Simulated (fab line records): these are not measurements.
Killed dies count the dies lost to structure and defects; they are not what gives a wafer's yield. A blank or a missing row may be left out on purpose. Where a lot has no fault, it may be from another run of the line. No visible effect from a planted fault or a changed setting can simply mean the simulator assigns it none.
Lot-split experiment | flow n5_finfet | route with 1938 steps; 7 lots, 39 wafers read

## SPLIT DETAILS
At N5_BEOL_M12_TRENCH_ETCH_34 (etches SiOC in C4F8/O2/Ar, target depth 318.95 nm, time 125.5 s), the setting target_depth_a was moved away from the recipe's 3189.5 angstrom on 12 of the 39 wafers read, by -55.6% to +57.0%. The other wafers ran this setting at the recipe's value.

## FROM THE SPLIT TO THE READING: what the file shows between them, 10 steps
- N5_BEOL_M12_STRIP_70: strips in C4F8/O2/Ar
- N5_BEOL_M12_OCD_MEAS_35
- N5_BEOL_M12_STRIP_37: strips in N2/H2
- N5_BEOL_M12_ETCH_38: etches SiCN in CF4/N2, target depth 68.7 nm, time 73.4 s
- N5_BEOL_M12_ECD_47: material Cu, target thk 720 nm
- N5_BEOL_M12_ANNEAL_48: time 90 s
- N5_BEOL_M12_CMP_49: polishes, stops on SiOC, t overpolish 20.6 s, target thk 320 nm
- N5_BEOL_M12_THK_MEAS_50: measures by xrf
- N5_BEOL_M12_PRE_CLEAN_52: time 15 s
- N5_BEOL_M12_DEP_53: deposits SiCN from 3MS/NH3, target thk 30 nm, time 10.5 s

## THE READING
M12_RS, in ohm/sq, at N5_BEOL_M12_RS_MEAS_54 (measures by four-point-probe). A value of 0.0595 ohm/sq with a standard deviation of 0.00084 ohm/sq is what fault-free wafers of this fab line usually give.

wafer  | tool, chamber at the split | target_depth_a as run, angstrom | against the recipe | M12_RS, ohm/sq | against lot-mates on the recipe
L079.1 | rie_diel-06, 1             | 1533                            | -51.9%             | 0.1286         | +0.0702
L079.2 | rie_diel-06, 0             | 1533                            | -51.9%             | 0.1282         | +0.0698
L079.3 | rie_diel-06, 2             | 3189.5                          | recipe             | 0.0596         | -
L079.4 | rie_diel-06, 3             | 3189.5                          | recipe             | 0.0579         | -
L079.5 | rie_diel-06, 2             | 1533                            | -51.9%             | 0.1283         | +0.0699
L079.6 | rie_diel-06, 3             | 3189.5                          | recipe             | 0.0578         | -
L081.1 | rie_diel-02, 3             | 3189.5                          | recipe             | 0.0593         | -
L081.2 | rie_diel-02, 0             | 3189.5                          | recipe             | 0.0593         | -
L081.3 | rie_diel-02, 1             | 3189.5                          | recipe             | 0.0583         | -
L081.4 | rie_diel-02, 2             | 3189.5                          | recipe             | 0.0596         | -
L081.5 | rie_diel-02, 1             | 3189.5                          | recipe             | 0.0589         | -
L081.6 | rie_diel-02, 2             | 3189.5                          | recipe             | 0.0592         | -
L086.1 | rie_diel-02, 1             | 4416                            | +38.5%             | 0.0424         | -0.0174
L086.2 | rie_diel-02, 0             | 3189.5                          | recipe             | 0.0599         | -
L086.3 | rie_diel-02, 2             | 4416                            | +38.5%             | 0.0430         | -0.0168
L086.4 | rie_diel-02, 3             | 4416                            | +38.5%             | 0.0422         | -0.0176
L086.5 | rie_diel-02, 0             | 3189.5                          | recipe             | 0.0595         | -
L086.6 | rie_diel-02, 3             | 3189.5                          | recipe             | 0.0599         | -
L085.1 | rie_diel-06, 2             | 3189.5                          | recipe             | 0.0604         | -
L085.2 | rie_diel-06, 1             | 3189.5                          | recipe             | 0.0607         | -
L085.3 | rie_diel-06, 3             | 3189.5                          | recipe             | 0.0590         | -
L085.4 | rie_diel-06, 2             | 3189.5                          | recipe             | 0.0604         | -
L085.5 | rie_diel-06, 1             | 3189.5                          | recipe             | 0.0606         | -
L085.6 | rie_diel-06, 3             | 3189.5                          | recipe             | 0.0584         | -
L087.1 | rie_diel-02, 3             | 5006                            | +57.0%             | 0.0369         | -0.0221
L087.2 | rie_diel-02, 2             | 5006                            | +57.0%             | 0.0375         | -0.0215
L087.3 | rie_diel-02, 0             | 5006                            | +57.0%             | 0.0371         | -0.0219
L087.4 | rie_diel-02, 1             | 3189.5                          | recipe             | 0.0585         | -
L087.5 | rie_diel-02, 1             | 3189.5                          | recipe             | 0.0585         | -
L087.6 | rie_diel-02, 0             | 3189.5                          | recipe             | 0.0599         | -
L091.1 | rie_diel-02, 3             | 3189.5                          | recipe             | 0.0591         | -
L091.2 | rie_diel-02, 1             | 1417                            | -55.6%             | 0.1411         | +0.0819
L091.3 | rie_diel-02, 2             | 3189.5                          | recipe             | 0.0601         | -
L091.4 | rie_diel-02, 0             | 1417                            | -55.6%             | 0.1424         | +0.0832
L091.5 | rie_diel-02, 1             | 3189.5                          | recipe             | 0.0585         | -
L091.6 | rie_diel-02, 0             | 1417                            | -55.6%             | 0.1402         | +0.0810
L094.1 | rie_diel-04, 0             | 3189.5                          | recipe             | 0.0590         | -
L094.3 | rie_diel-04, 2             | 3189.5                          | recipe             | 0.0590         | -
L094.4 | rie_diel-04, 3             | 3189.5                          | recipe             | 0.0592         | -

FIT RESULTS
A straight line over all 39 wafers: M12_RS changes by -0.000947 ohm/sq for each +1% of target_depth_a; r = -0.91; the points scatter about the line by 0.012 ohm/sq.
The same after taking each lot's own level away (the mean of its wafers on the recipe; 39 wafers): -0.000952 ohm/sq for each +1%; r = -0.91; scatter 0.012 ohm/sq.
According to that fit, moving target_depth_a by its largest amount changes the reading by 0.054 ohm/sq.
From 0.05843 to 0.05992 ohm/sq: that is the span of the lots' own levels, equal to 1.8 times the standard deviation above.
Consequently the slope shifts little with the lot-to-lot level, the two slopes agreeing.
Check: -0.0501 ohm/sq against its lot-mates is what the line predicts for one of the wafers moved furthest among these (+57.0%) when that wafer is left out of the fit. Against them it came out at -0.0221 ohm/sq.

## FURTHER SPLITS ON THESE WAFERS
Before the reading, these wafers also passed through other splits. Each is held against what the fit with the lots' levels taken away leaves over:
other split on the same wafers    | wafers away from the commonest value | r with M12_RS (lot level and that fit taken away)
N5_BEOL_M10_TRENCH_ETCH_37 time_s | 6                                    | -0.02

## THE WHOLE CHAIN: every reading that the file lists as answering this split, in the file's order
step                       | what it does                                                    | reading                                                                       | change (the file's fit)               | r (the file's)
N5_BEOL_M12_TRENCH_ETCH_34 | etches SiOC in C4F8/O2/Ar, target depth 318.95 nm, time 125.5 s | etch.depth_nm (the simulator's own value, which no gauge read)                | +3.26 nm for each +1% of the setting  | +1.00
N5_BEOL_M12_OCD_MEAS_35    |                                                                 | trench_depth_nm                                                               | +3.26 nm for each +1% of the setting  | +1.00
N5_BEOL_M12_CMP_49         | polishes, stops on SiOC, t overpolish 20.6 s, target thk 320 nm | Cu_of_BEOL_M12_ECD_47.thk_nm (the simulator's own value, which no gauge read) | +3.25 nm for each +1% of the setting  | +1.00
N5_BEOL_M12_THK_MEAS_50    | measures by xrf                                                 | M12_THK                                                                       | +3.37 for each +1% of the setting     | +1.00
N5_BEOL_M12_RS_MEAS_54     | measures by four-point-probe                                    | M12_RS                                                                        | -0.000961 for each +1% of the setting | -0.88

## THE FILE'S OWN FIT
M12_RS changes by -0.000961 ohm/sq for each +1% of target_depth_a, r = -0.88.
